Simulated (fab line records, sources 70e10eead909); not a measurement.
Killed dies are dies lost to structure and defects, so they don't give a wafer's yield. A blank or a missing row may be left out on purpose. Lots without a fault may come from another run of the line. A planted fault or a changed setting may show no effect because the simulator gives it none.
A struck lot beside a sound one | flow nand_harc | 14 steps out of a route of 1302
Sound: wafers L562.1, L562.2, L562.5. Struck: wafers L569.1, L569.5. The cause comes at the end.
At each step with rows: each side's tool, then ch and its chambers, then its first start. Under that, the readings that differ: sound wafers | struck wafers | difference of the means | sigmas: that difference in standard deviations of wafers without a fault.
alike: readings whose means differ by less than 2 such deviations, and words and numbers that are the same on both sides. not compared: withheld readings, readings that some wafer has no value for, bounds like >300 that may hide the same value, and numbers for which the record gives no deviation and whose values overlap.
The two part at a step that has a row with sigmas, a row that says differs or no value, or rows on one side only. Numbers that don't overlap but have no deviation are shown without sigmas and don't part them. A reading that every wafer of one side lacks parts them only if that side has two wafers or more.

NHARC_A_ONON_D1_THK_MEAS_30: measures by ellipsometry.
  sound on film_metro-02, day 12 09:42; struck on film_metro-01, day 14 19:29
  alike: thk_nm
NHARC_A_ONON_D1_DEP_33: deposits SiO2, target thk 200 nm.
  sound on pecvd-04 ch 0,2, day 12 09:46; struck on pecvd-04 ch 1,2, day 14 19:37
  alike: chamber_pressure_Torr, heater_power_w, throttle_valve_pct
NHARC_A_ONON_D1_THK_MEAS_34: measures by ellipsometry.
  sound on film_metro-02, day 12 10:10; struck on film_metro-02, day 14 19:57
  alike: thk_nm
NHARC_A_ONON_D1_INSPECT_32:
  sound on defect_inspect-02, day 12 10:14; struck on defect_inspect-02, day 14 20:02
  alike: raw_defect_count
NHARC_A_CHANNEL_HOLE_D1_DEP_00: deposits aC, target thk 3100 nm.
  sound on acl_dep-02 ch 0, day 12 12:40; struck on acl_dep-01 ch 0, day 14 20:47
  alike: throttle_valve_pct
NHARC_A_CHANNEL_HOLE_D1_DEP_01: deposits SiON, target thk 140 nm.
  sound on pecvd-04 ch 0,1,2, day 12 14:38; struck on pecvd-03 ch 1,2, day 14 22:46
  alike: chamber_pressure_Torr, heater_power_w
then, 5 steps without rows for these wafers: NHARC_A_CHANNEL_HOLE_D1_DEHYDRATE_02 (time 120 s); NHARC_A_CHANNEL_HOLE_D1_HMDS_03 (time 30 s); NHARC_A_CHANNEL_HOLE_D1_COAT_36 (time 75 s); NHARC_A_CHANNEL_HOLE_D1_COAT_37 (time 65 s); NHARC_A_CHANNEL_HOLE_D1_COAT_04 (resist thk 90 nm).
NHARC_A_CHANNEL_HOLE_D1_SOFTBAKE_05: time 55 s.
  sound on litho_track-01 ch 0, day 12 14:00; struck on litho_track-06 ch 0, day 14 22:00
  reading                  | sound                | struck        | difference | sigmas
  chill_plate_temp_C (C)   | 23.05 22.96 22.85    | 23.19 23.25   | +0.27      | +2
  heater_power_total_W (W) | 188.33 188.35 188.32 | 322.99 323.65 | +134.99    | +99 or more
then, 1 step without rows for these wafers: NHARC_A_CHANNEL_HOLE_D1_EBR_06.
-- the record jumps here: 16 days lie between the struck wafers' starts before and after (it left off in module A_CHANNEL_HOLE_D1 and takes up again in module END, whose first step shown is number 1302 of the route) --
NHARC_END_SORT_01:
  sound on prober-01 ch 0, day 29 04:01; struck on prober-02 ch 0, day 30 18:15
  reading      | sound  | struck | difference | sigmas
  killed_open  | 12 5 4 | 2 3    | -4         | -2
  killed_short | 5 1 6  | 1 0    | -4         | -2
  alike: killed_at_array, killed_at_other, killed_at_periphery, killed_dies

WHERE THEY PART
First at NHARC_A_CHANNEL_HOLE_D1_SOFTBAKE_05; last, within this record, at NHARC_END_SORT_01.

WHY: what the simulator had put in
Process parameter drift: litho_track-06, from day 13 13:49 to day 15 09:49, at NHARC_A_CHANNEL_HOLE_D1_SOFTBAKE_05. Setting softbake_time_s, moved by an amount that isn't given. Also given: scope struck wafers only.
